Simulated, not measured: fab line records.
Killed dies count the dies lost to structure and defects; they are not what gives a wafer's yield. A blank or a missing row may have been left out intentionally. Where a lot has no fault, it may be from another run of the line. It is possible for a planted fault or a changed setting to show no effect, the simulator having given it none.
One fault seen from 2 desks -- flow n5Finfet -- numbers are kept per desk, each desk with only its own; the story behind them comes last

TOOL OWNER'S DESK, lithoTrack-02
The tool's own readings at N5_BEOL_M3_COAT_67 (time 60 s, resist thk 60 nm): means of the sampled wafers that have a number, for each lot that ran on this tool. If a lot's mean is further than 4 standard deviations from the usual mean, the lot is out of limits and carries the mark OUT (the distance appears in the brackets).
Columns: A = chillPlateTempC at N5_BEOL_M3_COAT_67, usual 22.99 C; B = exhaustPa at N5_BEOL_M3_COAT_67, usual 44.9 Pa; C = spinSpeedRpm at N5_BEOL_M3_COAT_67, usual 1499.9 rpm
lot,first seen here,A,B,C
L339,day 7 04:50,22.88,44.8,1500.0
L340,day 7 15:05,23.04,44.0,1498.9
L342,day 7 19:12,22.99,45.4,1377.3 (-99 or more) OUT
L344,day 8 04:14,22.97,44.9,1377.8 (-99 or more) OUT
L356,day 11 22:04,23.02,43.5,1499.9
L361,day 12 19:08,23.01,44.4,1500.4
Finding of this desk: L342, L344 out of limits; the first was L342 at day 7 19:12, on spinSpeedRpm at N5_BEOL_M3_COAT_67. L339, L340, L356, L361 stayed within limits.

THE METROLOGY DESK
Lot by lot, what the gauges showed, no matter which tool ran the lot: averages of those sampled wafers that carry a number. If a lot's mean is further than 4 standard deviations from the usual mean, the lot is out of limits and carries the mark OUT (the distance appears in the brackets). Of its 12 readings 7 are shown: those that lie furthest out on some lot.
Columns: A = V2_OVL at N5_BEOL_M3_OVL_MEAS_29, usual 0.1 nm; B = DIBL_N at N5_BEOL_M4_RC_MEAS_101, usual 36.8 mV/V; C = DIBL_P at N5_BEOL_M4_RC_MEAS_101, usual 37.1 mV/V; D = ION_P at N5_BEOL_M4_RC_MEAS_101, usual 460 uA/um; E = SS_N at N5_BEOL_M4_RC_MEAS_101, usual 71.6 mV/dec; F = VT_N at N5_BEOL_M4_RC_MEAS_101, usual 249 mV; G = VT_P at N5_BEOL_M4_RC_MEAS_101, usual -250 mV
lot,first seen here,A,B,C,D,E,F,G
L339,day 7 04:11,-0.1,35.3,36.8,460,71.3,251,-249
L340,day 7 14:32,-0.6,36.4,35.0,446,72.2,256,-256
L342,day 7 18:28,-1.0,38.6,39.7,468,72.1,245,-247
L344,day 8 03:41,0.6,35.7,35.8,454,71.6,251,-254
L351,day 10 06:05,-0.4,34.1,33.7,461,70.7,253,-248
L353,day 10 12:28,-1.2,37.8,37.3,462,71.9,249,-250
L352,day 10 12:35,0.2,36.3,36.4,476,71.4,249,-245
L356,day 11 21:25,-0.1,34.9,34.1,455,71.2,251,-253
L360,day 12 12:11,-0.1,35.1,35.7,452,72.0,252,-254
L361,day 12 18:14,0.8,37.3,38.2,464,72.0,246,-243
This desk's finding: nothing out of limits on any of the 10 lots.

TAKEN TOGETHER
At day 7 19:12, on L342, L344, the tool owner's desk was in a position to raise an alarm.
From the metrology desk's view, nothing was out of limits.
The metrology desk holds a record of L342, L344, inside its limits.
On lithoTrack-02, each named lot ran N5_BEOL_M3_COAT_67.

WHAT THE SIMULATOR HAD PUT IN
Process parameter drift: lithoTrack-02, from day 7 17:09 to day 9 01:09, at N5_BEOL_M3_COAT_67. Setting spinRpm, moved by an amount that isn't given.
Shown lots that were struck: L342, L344.
Each desk's first reading out of limits, in hours after the fault started: the tool owner's desk, 2.
